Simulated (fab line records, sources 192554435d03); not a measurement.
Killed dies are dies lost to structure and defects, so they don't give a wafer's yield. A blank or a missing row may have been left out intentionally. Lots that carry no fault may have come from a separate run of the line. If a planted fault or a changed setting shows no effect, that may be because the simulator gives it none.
fab line records -- flow n5_finfet -- part 1 of 2: steps 1 to 4 of 6
record: lots: 22, wafers: 66, last_day: 18
route steps=1938 shown FIN_CUT@175 STI_FIN_REVEAL@190 DUMMY_GATE@247 SD_EPI_N@274
lots that met no fault: taken from a fault-free run of the same line
start_h: hours from the record's first day to the start of the lot's first wafer shown -- wait_h: time in hours since the lot's previous step -- " the same as in the row above -- L1.1+2: several wafers, shown together as one row -- - either no value or no given start -- * or withheld: withheld -- < > ~ a bound
route shown NAME@n: names a module that has steps shown in the file, with the first one's number in the route -- usual: mean and standard deviation over wafers with no fault -- same: alike in all rows -- chamber/n: place in a boat -- sites: readings site by site -- _std_site: the values' standard deviation -- _edge_site: mean of outer sites minus mean of inner sites -- radius_mm: for every site, how far away it sits from the centre of the wafer -- mask NAME#n: copy n -- behind: the last tool/chamber to shape the wafer -- hold: what put the lot on hold/how long, in hours/how the hold closed -- device: the transistor (n, p or np) that didn't switch -- end of line: tests run on the same wafers once the route is complete -- a step given without rows: its recipe and nothing more -- killed: dies lost to structure and defects at the first sort, not the wafer's yield -- map: the dies of a wafer, with x for killed, . for not killed, _ for no die there
set.NAME: the run value of the setting; set.NAME@STEP: its run value at that earlier step -- model.NAME: the simulator's own value behind a step, which no gauge read
one table for each step of the route and one row for each wafer, over a sample of lots
services: when a tool's chamber went out of use (start_h, in hours from the record's first day, below 0 if earlier), for how many hours, and the reason
== steps ==
step: N5_FIN_CUT_PRECLEAN_35
recipe: time_s: 13.3, temp_c: 45, pressure_torr: 125, p_hf_torr: 3, p_coreactant_torr: 25, chemistry: vHF
usual: drypump_motor_current_A: 5.53/0.2
lot.wafer,tool,chamber,start_h,wait_h,drypump_motor_current_A
L074.2,vapor_etch-02,1,29.64,0.0,5.38
L074.3,vapor_etch-02,0,29.64,0.0,5.38
L074.5,vapor_etch-02,0,29.64,0.0,5.38
L076.3,vapor_etch-02,1,45.96,0.1,5.38
L076.4,vapor_etch-02,0,45.96,0.1,5.41
L076.6,vapor_etch-02,0,45.96,0.1,5.40
L077.1,vapor_etch-01,1,46.97,0.1,5.93
L077.2,vapor_etch-01,0,46.97,0.1,5.62
L077.3,vapor_etch-01,1,46.97,0.1,5.91
L078.1,vapor_etch-02,0,51.49,0.0,5.39
L078.2,vapor_etch-02,1,51.49,0.0,5.38
L078.5,vapor_etch-02,1,51.49,0.0,5.39
L079.1,vapor_etch-01,1,57.78,0.0,5.90
L079.3,vapor_etch-01,0,57.78,0.0,5.62
L079.5,vapor_etch-01,0,57.78,0.0,5.61
L080.4,vapor_etch-02,0,63.38,0.1,5.42
L080.5,vapor_etch-02,1,63.38,0.1,5.38
L080.6,vapor_etch-02,0,63.38,0.1,5.41
L082.3,vapor_etch-02,1,75.05,0.1,5.38
L082.4,vapor_etch-02,0,75.05,0.1,5.38
L082.6,vapor_etch-02,1,75.05,0.1,5.38
L083.1,vapor_etch-01,1,81.59,0.0,5.90
L083.4,vapor_etch-01,1,81.59,0.0,5.91
L083.5,vapor_etch-01,1,81.59,0.0,5.91
L084.2,vapor_etch-01,0,90.98,0.0,5.62
L084.3,vapor_etch-01,0,90.98,0.0,5.61
L084.6,vapor_etch-01,0,90.98,0.0,5.62
L085.3,vapor_etch-02,0,97.52,0.1,5.36
L085.5,vapor_etch-02,0,97.52,0.1,5.39
L085.6,vapor_etch-02,1,97.52,0.1,5.38
L086.2,vapor_etch-02,0,103.34,0.0,5.42
L086.3,vapor_etch-02,1,103.34,0.0,5.37
L086.6,vapor_etch-02,1,103.34,0.0,5.40
L087.1,vapor_etch-02,0,108.43,0.0,5.45
L087.2,vapor_etch-02,1,108.43,0.0,5.36
L087.5,vapor_etch-02,1,108.43,0.0,5.38
L088.1,vapor_etch-02,0,115.51,0.0,5.44
L088.5,vapor_etch-02,1,115.51,0.0,5.37
L088.6,vapor_etch-02,0,115.51,0.0,5.39
L089.1,vapor_etch-02,1,118.25,0.0,5.38
L089.2,vapor_etch-02,0,118.25,0.0,5.39
L089.6,vapor_etch-02,1,118.25,0.0,5.39
L090.1,vapor_etch-02,1,124.01,0.0,5.39
L090.4,vapor_etch-02,1,124.01,0.0,5.38
L090.5,vapor_etch-02,1,124.01,0.0,5.38
L091.1,vapor_etch-01,1,129.83,0.0,5.93
L091.4,vapor_etch-01,1,129.83,0.0,5.92
L091.5,vapor_etch-01,0,129.83,0.0,5.63
L092.2,vapor_etch-02,0,134.83,0.0,5.43
L092.3,vapor_etch-02,1,134.83,0.0,5.35
L092.6,vapor_etch-02,0,134.83,0.0,5.44
L093.2,vapor_etch-02,1,143.04,0.4,5.38
L093.5,vapor_etch-02,0,143.04,0.4,5.45
L093.6,vapor_etch-02,1,143.04,0.4,5.38
L094.2,vapor_etch-01,1,147.35,0.1,5.91
L094.3,vapor_etch-01,0,147.35,0.1,5.60
L094.4,vapor_etch-01,1,147.35,0.1,5.91
L095.3,vapor_etch-01,1,155.89,0.1,5.89
L095.5,vapor_etch-01,0,155.89,0.1,5.63
L095.6,vapor_etch-01,1,155.89,0.1,5.89
L096.3,vapor_etch-02,0,159.65,0.1,5.39
L096.4,vapor_etch-02,1,159.65,0.1,5.40
L096.5,vapor_etch-02,0,159.65,0.1,5.40
L097.2,vapor_etch-01,1,166.88,0.0,5.93
L097.4,vapor_etch-01,0,166.88,0.0,5.61
L097.5,vapor_etch-01,0,166.88,0.0,5.60
step: N5_STI_FIN_REVEAL_ETCHBACK_08
recipe: chemistry: C4F6/O2, target: SiO2, target_depth_a: 305, time_s: 10.167, ion_energy_ev: 250, pressure_mtorr: 30, source_w: 345, bias_w: 185, Ar_flow_sccm: 300, C4F6_flow_sccm: 10, O2_flow_sccm: 10
usual: drypump_motor_current_A: 5.9/0.35, oes_ar_750_au: 0.81/0.1, oes_product_au: 0.81/0.11, rf_fwd_power_W: 340.5/1.5, rf_vpp_V: 674/10, showerhead_plenum_p_Torr: 2.88/0.086, throttle_valve_pct: 21.20/0.26
lot.wafer,tool,chamber,start_h,wait_h,drypump_motor_current_A,oes_ar_750_au,oes_product_au,rf_fwd_power_W,rf_hours_counter_h,rf_vpp_V,showerhead_plenum_p_Torr,throttle_valve_pct
L074.2,rie_diel-02,2,35.70,0.2,6.2,0.67,0.68,340.2,248,699,2.90,20.93
L074.3,rie_diel-02,1,35.70,0.2,5.5,0.77,0.77,340.5,147,667,2.97,21.49
L074.5,rie_diel-02,2,35.70,0.2,6.2,0.66,0.68,340.7,-,700,2.90,20.93
L076.3,rie_diel-01,2,51.99,0.1,5.9,0.73,0.74,339.1,188,680,2.95,21.27
L076.4,rie_diel-01,3,51.99,0.1,5.3,0.70,0.68,341.1,238,657,2.70,21.62
L076.6,rie_diel-01,0,51.99,0.1,6.0,0.94,0.95,340.2,-,665,3.00,20.90
L077.1,rie_diel-02,3,54.11,0.2,5.5,0.72,0.70,340.4,234,661,2.93,21.04
L077.2,rie_diel-02,1,54.11,0.2,5.6,0.76,0.76,341.5,156,665,2.97,21.52
L077.3,rie_diel-02,0,54.11,0.2,6.0,0.95,0.95,340.1,7,672,2.91,20.87
L078.1,rie_diel-01,1,58.15,0.2,6.1,0.71,0.72,338.2,212,683,2.81,21.25
L078.2,rie_diel-01,2,58.15,0.2,5.9,0.74,0.73,341.2,190,679,2.95,21.26
L078.5,rie_diel-01,1,58.15,0.2,6.1,0.72,0.71,339.3,-,683,2.81,21.25
L079.1,rie_diel-01,1,65.27,0.3,6.1,0.72,0.71,337.8,214,684,2.81,21.25
L079.3,rie_diel-01,0,65.27,0.3,6.0,0.91,0.94,339.6,12,666,3.00,20.87
L079.5,rie_diel-01,2,65.27,0.3,5.9,0.73,0.72,340.7,-,679,2.94,21.27
L080.4,rie_diel-01,2,69.42,0.1,5.9,0.73,0.72,339.4,194,679,2.94,21.28
L080.5,rie_diel-01,2,69.42,0.1,5.9,0.73,0.72,340.7,-,679,2.94,21.27
L080.6,rie_diel-01,1,69.42,0.1,6.0,0.71,0.71,338.3,-,684,2.81,21.25
L082.3,rie_diel-01,1,81.18,0.1,6.1,0.71,0.71,337.5,221,683,2.81,21.26
L082.4,rie_diel-01,2,81.18,0.1,5.9,0.72,0.72,341.2,199,680,2.94,21.27
L082.6,rie_diel-01,1,81.18,0.1,6.0,0.71,0.70,337.6,-,683,2.81,21.27
L083.1,rie_diel-02,1,88.01,0.2,5.5,0.75,0.75,340.0,169,666,2.96,21.54
L083.4,rie_diel-02,3,88.01,0.2,5.5,0.71,0.70,340.3,248,659,2.93,21.06
L083.5,rie_diel-02,2,88.01,0.2,6.2,0.94,0.96,341.3,-,699,2.89,20.64
L084.2,rie_diel-06,2,97.29,0.4,5.7,0.95,0.96,340.7,9,672,2.80,21.01
L084.3,rie_diel-06,3,97.29,0.4,5.4,0.71,0.71,340.2,170,681,2.84,21.47
L084.6,rie_diel-06,2,97.29,0.4,5.7,0.95,0.96,341.5,-,671,2.80,21.01
L085.3,rie_diel-06,1,104.22,0.1,6.5,0.67,0.68,340.2,245,679,2.90,21.57
L085.5,rie_diel-06,1,104.22,0.1,6.5,0.67,0.67,341.3,-,679,2.90,21.56
L085.6,rie_diel-06,2,104.22,0.1,5.7,0.94,0.95,342.5,-,670,2.80,21.00
L086.2,rie_diel-01,2,109.40,0.2,5.9,0.72,0.72,341.0,205,679,2.94,21.29
L086.3,rie_diel-01,1,109.40,0.2,6.1,0.70,0.71,337.5,227,683,2.80,21.28
L086.6,rie_diel-01,0,109.40,0.2,6.0,0.89,0.91,339.9,-,665,2.99,20.88
L087.1,rie_diel-02,1,114.47,0.2,5.5,0.74,0.73,341.4,183,668,2.96,21.56
L087.2,rie_diel-02,0,114.47,0.2,6.0,0.88,0.89,341.6,35,672,2.90,20.91
L087.5,rie_diel-02,1,114.47,0.2,5.5,0.74,0.74,339.4,-,666,2.96,21.57
L088.1,rie_diel-01,1,122.06,0.2,6.1,0.70,0.71,337.7,231,682,2.80,21.28
L088.5,rie_diel-01,2,122.06,0.2,5.9,0.71,0.72,341.2,-,679,2.94,21.27
L088.6,rie_diel-01,3,122.06,0.2,5.3,0.93,0.95,343.6,-,666,3.03,21.30
L089.1,rie_diel-06,0,124.45,0.2,6.2,0.95,0.97,339.1,4,676,2.80,21.31
L089.2,rie_diel-06,3,124.45,0.2,5.4,0.70,0.70,341.3,184,681,2.83,21.45
L089.6,rie_diel-06,2,124.45,0.2,5.7,0.92,0.91,341.4,-,671,2.79,21.02
L090.1,rie_diel-06,2,130.29,0.2,5.7,0.91,0.92,342.5,25,671,2.79,21.02
L090.4,rie_diel-06,2,130.29,0.2,5.7,0.91,0.92,341.9,-,670,2.79,21.04
L090.5,rie_diel-06,0,130.29,0.2,6.2,0.94,0.95,337.4,-,677,2.79,21.29
L091.1,rie_diel-02,0,136.23,0.2,6.0,0.88,0.86,341.4,43,670,2.89,20.91
L091.4,rie_diel-02,1,136.23,0.2,5.5,0.73,0.72,340.9,191,665,2.95,21.56
L091.5,rie_diel-02,0,136.23,0.2,6.0,0.87,0.87,341.9,-,671,2.89,20.91
L092.2,rie_diel-02,1,141.29,0.2,5.6,0.73,0.73,339.7,192,667,2.95,21.58
L092.3,rie_diel-02,3,141.29,0.2,5.5,0.93,0.93,341.3,6,660,2.92,20.76
L092.6,rie_diel-02,1,141.29,0.2,5.5,0.73,0.73,339.6,-,665,2.95,21.58
L093.2,rie_diel-06,2,149.55,0.4,5.7,0.90,0.91,341.5,31,671,2.79,21.04
L093.5,rie_diel-06,0,149.55,0.4,6.2,0.91,0.94,339.8,-,675,2.79,21.30
L093.6,rie_diel-06,1,149.55,0.4,6.5,0.94,0.95,343.5,-,678,2.90,21.23
L094.2,rie_diel-06,1,153.97,0.7,6.5,0.93,0.94,342.9,7,681,2.90,21.25
L094.3,rie_diel-06,2,153.97,0.7,5.7,0.90,0.90,341.4,32,672,2.79,21.06
L094.4,rie_diel-06,3,153.97,0.7,5.4,0.70,0.69,341.7,195,680,2.82,21.49
L095.3,rie_diel-06,0,162.44,0.3,6.2,0.90,0.92,338.1,20,677,2.79,21.30
L095.5,rie_diel-06,1,162.44,0.3,6.5,0.92,0.94,341.1,-,679,2.90,21.25
L095.6,rie_diel-06,0,162.44,0.3,6.2,0.90,0.92,337.9,-,676,2.79,21.31
L096.3,rie_diel-06,3,167.33,0.1,5.4,0.70,0.69,341.3,200,682,2.82,21.50
L096.4,rie_diel-06,1,167.33,0.1,6.5,0.91,0.92,340.1,12,680,2.90,21.25
L096.5,rie_diel-06,1,167.33,0.1,6.5,0.92,0.92,340.8,-,681,2.90,21.25
L097.2,rie_diel-01,2,173.15,0.2,5.9,0.70,0.70,339.6,227,681,2.93,21.32
L097.4,rie_diel-01,0,173.15,0.2,6.0,0.85,0.85,340.9,-,664,2.98,20.91
L097.5,rie_diel-01,2,173.15,0.2,5.9,0.71,0.70,340.0,-,678,2.93,21.32
step: N5_STI_FIN_REVEAL_CD_MEAS_22
recipe: target_cd_nm: 6.238, pitch_nm: 28, polarity: line
usual: cd_nm: 6.26/0.26
lot.wafer,tool,chamber,start_h,wait_h,cd_nm
L074.2,cd_sem-01,-,38.62,0.0,6.48
L074.3,cd_sem-01,-,38.62,0.0,6.03
L074.5,cd_sem-01,-,38.62,0.0,5.90
L076.3,cd_sem-01,-,54.92,0.0,6.98
L076.4,cd_sem-01,-,54.92,0.0,6.42
L076.6,cd_sem-01,-,54.92,0.0,6.28
L077.1,cd_sem-01,-,57.03,0.0,6.69
L077.2,cd_sem-01,-,57.03,0.0,6.25
L077.3,cd_sem-01,-,57.03,0.0,6.30
L078.1,cd_sem-03,-,61.09,0.0,6.65
L078.2,cd_sem-03,-,61.09,0.0,5.68
L078.5,cd_sem-03,-,61.09,0.0,6.22
L079.1,cd_sem-02,-,68.38,0.0,6.25
L079.3,cd_sem-02,-,68.38,0.0,6.24
L079.5,cd_sem-02,-,68.38,0.0,5.98
L080.4,cd_sem-01,-,72.36,0.0,6.60
L080.5,cd_sem-01,-,72.36,0.0,6.54
L080.6,cd_sem-01,-,72.36,0.0,6.09
L082.3,cd_sem-01,-,84.10,0.0,5.97
L082.4,cd_sem-01,-,84.10,0.0,6.08
L082.6,cd_sem-01,-,84.10,0.0,6.07
L083.1,cd_sem-02,-,90.93,0.0,6.18
L083.4,cd_sem-02,-,90.93,0.0,6.50
L083.5,cd_sem-02,-,90.93,0.0,7.26
L084.2,cd_sem-01,-,100.21,0.0,6.77
L084.3,cd_sem-01,-,100.21,0.0,6.29
L084.6,cd_sem-01,-,100.21,0.0,6.31
L085.3,cd_sem-02,-,107.24,0.0,5.92
L085.5,cd_sem-02,-,107.24,0.0,6.28
L085.6,cd_sem-02,-,107.24,0.0,6.54
L086.2,cd_sem-02,-,112.32,0.0,6.11
L086.3,cd_sem-02,-,112.32,0.0,6.19
L086.6,cd_sem-02,-,112.32,0.0,6.16
L087.1,cd_sem-03,-,117.41,0.0,6.50
L087.2,cd_sem-03,-,117.41,0.0,6.10
L087.5,cd_sem-03,-,117.41,0.0,6.82
L088.1,cd_sem-01,-,125.06,0.0,6.08
L088.5,cd_sem-01,-,125.06,0.0,6.03
L088.6,cd_sem-01,-,125.06,0.0,6.23
L089.1,cd_sem-01,-,127.37,0.0,6.50
L089.2,cd_sem-01,-,127.37,0.0,6.03
L089.6,cd_sem-01,-,127.37,0.0,6.23
L090.1,cd_sem-02,-,133.20,0.0,5.96
L090.4,cd_sem-02,-,133.20,0.0,6.07
L090.5,cd_sem-02,-,133.20,0.0,6.12
L091.1,cd_sem-02,-,139.21,0.0,6.30
L091.4,cd_sem-02,-,139.21,0.0,6.14
L091.5,cd_sem-02,-,139.21,0.0,5.77
L092.2,cd_sem-01,-,144.28,0.0,6.05
L092.3,cd_sem-01,-,144.28,0.0,6.17
L092.6,cd_sem-01,-,144.28,0.0,6.16
L093.2,cd_sem-01,-,152.52,0.0,5.91
L093.5,cd_sem-01,-,152.52,0.0,6.24
L093.6,cd_sem-01,-,152.52,0.0,6.09
L094.2,cd_sem-02,-,156.89,0.0,6.33
L094.3,cd_sem-02,-,156.89,0.0,5.83
L094.4,cd_sem-02,-,156.89,0.0,6.17
L095.3,cd_sem-02,-,165.38,0.0,6.51
L095.5,cd_sem-02,-,165.38,0.0,6.79
L095.6,cd_sem-02,-,165.38,0.0,5.87
L096.3,cd_sem-02,-,170.26,0.0,6.29
L096.4,cd_sem-02,-,170.26,0.0,6.28
L096.5,cd_sem-02,-,170.26,0.0,6.27
L097.2,cd_sem-01,-,176.08,0.0,6.06
L097.4,cd_sem-01,-,176.08,0.0,6.11
L097.5,cd_sem-01,-,176.08,0.0,6.55
step: N5_DUMMY_GATE_ETCH_23
recipe: chemistry: HBr/Cl2/O2, HBr_flow_sccm: 150, Cl2_flow_sccm: 80, O2_flow_sccm: 12, bias_w: 102, target_depth_a: 410, time_s: 22.3, target: poly-Si, mask_material: SiO2, pressure_mtorr: 10, icp_w: 800
usual: drypump_motor_current_A: 5.7/0.46, he_backside_leak_sccm: 2.82/0.27, oes_product_au: 1.007/0.018, rf_fwd_power_W: 794/3.2, throttle_valve_pct: 37.2/0.47
lot.wafer,tool,chamber,start_h,wait_h,drypump_motor_current_A,he_backside_leak_sccm,oes_product_au,rf_fwd_power_W,rf_hours_counter_h,throttle_valve_pct
L074.2,rie_si-01,3,48.29,0.0,5.9,4.26,1.007,791,20,36.7
L074.3,rie_si-01,2,48.29,0.0,5.5,3.12,0.990,790,2,38.0
L074.5,rie_si-01,2,48.29,0.0,5.5,3.00,1.003,786,-,38.0
L076.3,rie_si-06,2,65.18,0.0,6.3,2.52,0.983,799,4,37.8
L076.4,rie_si-06,2,65.18,0.0,6.3,2.43,0.981,796,-,37.8
L076.6,rie_si-06,0,65.18,0.0,5.9,2.91,1.016,799,-,37.9
L077.1,rie_si-03,1,66.60,0.0,5.1,3.17,1.021,794,136,36.6
L077.2,rie_si-03,0,66.60,0.0,5.6,3.41,1.032,793,151,37.3
L077.3,rie_si-03,3,66.60,0.0,5.7,2.70,0.993,798,96,37.2
L078.1,rie_si-06,3,73.07,0.0,6.7,2.85,0.992,796,27,37.2
L078.2,rie_si-06,1,73.07,0.0,5.1,2.56,1.038,797,64,37.0
L078.5,rie_si-06,3,73.07,0.0,6.7,2.79,0.990,797,-,37.2
L079.1,rie_si-03,3,78.09,0.0,5.7,2.69,0.987,793,96,37.2
L079.3,rie_si-03,0,78.09,0.0,5.6,3.23,1.039,795,151,37.3
L079.5,rie_si-03,1,78.09,0.0,5.1,3.26,1.034,792,-,36.6
L080.4,rie_si-06,1,82.02,0.0,5.1,2.53,1.026,793,64,37.0
L080.5,rie_si-06,2,82.02,0.0,6.3,2.50,0.979,801,-,37.8
L080.6,rie_si-06,1,82.02,0.0,5.1,2.53,1.028,796,-,37.1
L082.3,rie_si-06,0,94.01,0.0,5.9,2.93,1.017,796,160,37.9
L082.4,rie_si-06,2,94.01,0.0,6.3,2.36,0.974,800,-,37.7
L082.6,rie_si-06,1,94.01,0.0,5.1,2.49,1.050,791,-,37.1
L083.1,rie_si-03,2,100.37,0.0,5.6,2.61,0.999,790,133,36.7
L083.4,rie_si-03,1,100.37,0.0,5.1,2.90,1.023,795,137,36.6
L083.5,rie_si-03,2,100.37,0.0,5.6,2.51,0.988,796,-,36.7
L084.2,rie_si-01,2,110.09,0.0,5.5,2.90,0.997,791,4,38.0
L084.3,rie_si-01,1,110.09,0.0,5.0,2.78,1.010,797,7,36.7
L084.6,rie_si-01,3,110.09,0.0,5.9,2.56,1.009,796,-,36.7
L085.3,rie_si-06,3,116.68,0.0,6.7,2.64,0.998,795,28,37.2
L085.5,rie_si-06,0,116.68,0.0,5.9,2.92,1.009,794,-,37.9
L085.6,rie_si-06,3,116.68,0.0,6.7,2.81,0.995,792,-,37.2
L086.2,rie_si-01,0,123.10,0.0,5.6,2.97,1.011,793,5,37.5
L086.3,rie_si-01,2,123.10,0.0,5.5,3.04,0.988,788,4,38.0
L086.6,rie_si-01,1,123.10,0.0,5.0,2.78,1.014,796,-,36.7
L087.1,rie_si-01,3,127.04,0.0,5.9,2.61,0.998,798,21,36.7
L087.2,rie_si-01,0,127.04,0.0,5.6,2.88,1.008,797,5,37.5
L087.5,rie_si-01,2,127.04,0.0,5.5,3.02,0.990,788,-,38.0
L088.1,rie_si-01,2,134.60,0.0,5.5,2.91,0.997,783,4,38.0
L088.5,rie_si-01,2,134.60,0.0,5.5,2.95,0.995,786,-,38.0
L088.6,rie_si-01,3,134.60,0.0,5.9,2.38,1.006,794,-,36.7
L089.1,rie_si-01,1,136.94,0.0,5.0,2.76,1.004,799,8,36.7
L089.2,rie_si-01,3,136.94,0.0,5.9,2.52,1.006,791,22,36.7
L089.6,rie_si-01,0,136.94,0.0,5.6,2.89,1.013,796,-,37.5
L090.1,rie_si-01,2,143.42,0.0,5.5,3.01,0.996,790,4,38.0
L090.4,rie_si-01,1,143.42,0.0,5.0,2.82,1.012,799,8,36.7
L090.5,rie_si-01,1,143.42,0.0,5.0,2.82,1.001,795,-,36.7
L091.1,rie_si-06,2,148.82,0.0,6.3,2.42,0.977,797,6,37.8
L091.4,rie_si-06,3,148.82,0.0,6.7,2.75,0.996,791,29,37.2
L091.5,rie_si-06,2,148.82,0.0,6.3,2.36,0.979,797,-,37.7
L092.2,rie_si-03,3,153.96,0.0,5.7,2.69,0.995,798,97,37.2
L092.3,rie_si-03,1,153.96,0.0,5.1,3.08,1.027,793,138,36.6
L092.6,rie_si-03,3,153.96,0.0,5.7,2.76,0.987,794,-,37.2
L093.2,rie_si-03,2,162.21,0.0,5.6,2.75,1.013,793,135,36.7
L093.5,rie_si-03,2,162.21,0.0,5.6,2.94,1.014,793,-,36.7
L093.6,rie_si-03,1,162.21,0.0,5.1,3.12,1.016,789,-,36.6
L094.2,rie_si-03,3,166.68,0.0,5.7,2.66,0.997,795,98,37.2
L094.3,rie_si-03,2,166.68,0.0,5.7,2.73,1.010,794,135,36.7
L094.4,rie_si-03,0,166.68,0.0,5.6,3.24,1.048,793,152,37.3
L095.3,rie_si-01,3,178.71,0.0,5.9,2.59,1.003,793,22,36.7
L095.5,rie_si-01,1,178.71,0.0,5.0,2.88,1.003,795,-,36.7
L095.6,rie_si-01,2,178.71,0.0,5.5,3.08,0.988,790,-,38.0
L096.3,rie_si-06,3,179.92,0.0,6.7,2.79,0.985,792,29,37.2
L096.4,rie_si-06,0,179.92,0.0,5.9,3.05,1.011,797,161,37.9
L096.5,rie_si-06,3,179.92,0.0,6.7,2.80,0.990,791,-,37.2
L097.2,rie_si-06,0,188.40,0.0,5.9,2.91,0.999,793,161,37.9
L097.4,rie_si-06,2,188.40,0.0,6.3,2.44,0.992,796,6,37.8
L097.5,rie_si-06,0,188.40,0.0,5.9,2.95,1.000,796,-,37.9
